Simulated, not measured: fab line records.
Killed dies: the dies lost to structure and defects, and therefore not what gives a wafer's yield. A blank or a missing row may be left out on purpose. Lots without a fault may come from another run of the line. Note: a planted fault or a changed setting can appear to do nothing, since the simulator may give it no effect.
Chamber matching / flow n5-finfet / N5_HKMG_FIN_HK_ALD_01 on ald-hk-03 has 4 sister chambers
The step deposits HfO2, target thk 1.6 nm, pulse time 3 s, purge time 3 s. 8 wafers are shown with their chamber, then 7 later ones without.

== WAFERS PAIRED WITH THEIR CHAMBERS ==
wafer=L263.4 chamber=0 precursor-pulse-height-rel=1.049
wafer=L268.3 chamber=1 precursor-pulse-height-rel=1.016
wafer=L268.5 chamber=2 precursor-pulse-height-rel=0.990
wafer=L272.2 chamber=1 precursor-pulse-height-rel=1.011
wafer=L272.3 chamber=3 precursor-pulse-height-rel=1.022
wafer=L272.6 chamber=0 precursor-pulse-height-rel=1.011
wafer=L275.1 chamber=3 precursor-pulse-height-rel=1.003
wafer=L275.4 chamber=2 precursor-pulse-height-rel=0.987

== WAFERS WITHOUT THEIR CHAMBER ==
wafer=L275.6 precursor-pulse-height-rel=1.021
wafer=L284.3 precursor-pulse-height-rel=0.984
wafer=L284.5 precursor-pulse-height-rel=1.026
wafer=L284.6 precursor-pulse-height-rel=1.005
wafer=L285.1 precursor-pulse-height-rel=1.003
wafer=L285.2 precursor-pulse-height-rel=0.977
wafer=L285.6 precursor-pulse-height-rel=0.964

== WHICH CHAMBER EACH ONE RAN IN ==
wafer=L275.6; from the rows above=can't be placed: 1 or 3 or 0 or 2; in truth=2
wafer=L284.3; from the rows above=can't be placed: 2 or 3 or 1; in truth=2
wafer=L284.5; from the rows above=can't be placed: 0 or 1 or 3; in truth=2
wafer=L284.6; from the rows above=can't be placed: 3 or 1 or 2 or 0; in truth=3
wafer=L285.1; from the rows above=can't be placed: 3 or 1 or 2 or 0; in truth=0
wafer=L285.2; from the rows above=can't be placed: 2 or 3 or 1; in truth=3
wafer=L285.6; from the rows above=can't be placed: 2 or 3 or 1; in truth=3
0 of 7 placed correctly. These rows do not allow placing 7 (true chamber among the candidates in 6). Wrongly placed: 0.
How it was worked out, from the rows above alone: a wafer's distance from a chamber is the root of the sum, over the readings, of the square of ((its reading less the chamber's mean) divided by the reading's scatter). If the next closest chamber is less than 2 further off than the closest, the wafer can't be placed; otherwise it belongs to the closest. The mean given for a chamber averages the wafers shown for that chamber. The scatter: the root of (the sum of the squares of (reading less its chamber's mean) over the shown wafers, divided by (wafers less chambers)).
